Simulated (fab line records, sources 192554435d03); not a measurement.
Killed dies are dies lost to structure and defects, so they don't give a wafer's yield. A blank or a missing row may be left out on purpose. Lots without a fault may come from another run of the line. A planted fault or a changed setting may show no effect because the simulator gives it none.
Chamber matching | flow n5_finfet | N5_DUMMY_GATE_ETCH_32 on rie_si-04: 4 sister chambers
The step etches SiO2 in CF4, target depth 3.5 nm, time 3.9 s. 4 wafers are shown with their chamber, then 9 later ones without.

WAFERS WITH THEIR CHAMBER
wafer  | chamber | drypump_motor_current_A (A)
L081.1 | 0       | 5.7
L086.1 | 3       | 5.1
L086.3 | 2       | 4.9
L086.5 | 1       | 4.9

WAFERS WITHOUT THEIR CHAMBER
wafer  | drypump_motor_current_A (A)
L088.1 | 4.9
L088.3 | 4.9
L088.4 | 5.7
L094.2 | 4.9
L094.3 | 5.0
L094.5 | 5.0
L095.1 | 5.1
L095.3 | 4.9
L095.4 | 5.7

WHICH CHAMBER EACH WENT THROUGH
wafer  | from the rows above          | in truth
L088.1 | can't be placed: 1 or 2      | 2
L088.3 | can't be placed: 1 or 2      | 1
L088.4 | 0                            | 0
L094.2 | can't be placed: 1 or 2      | 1
L094.3 | can't be placed: 1 or 2 or 3 | 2
L094.5 | can't be placed: 1 or 2 or 3 | 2
L095.1 | 3                            | 3
L095.3 | can't be placed: 1 or 2      | 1
L095.4 | 0                            | 0
Placed correctly: 3 of 9. Can't be placed from these rows: 6 (the true chamber is among the candidates in 6). Placed wrongly: 0.
How it was worked out, from the rows above alone: a wafer's distance from a chamber is the root of the sum, over the readings, of the square of ((its reading less the chamber's mean) divided by the reading's scatter). The wafer belongs to the nearest chamber; if the next one is less than 2 further off, it can't be placed. A chamber's mean is the mean of its shown wafers. The scatter: with one shown wafer a chamber, the root of the mean of the squares of how far each hidden wafer lies from its nearest shown one.
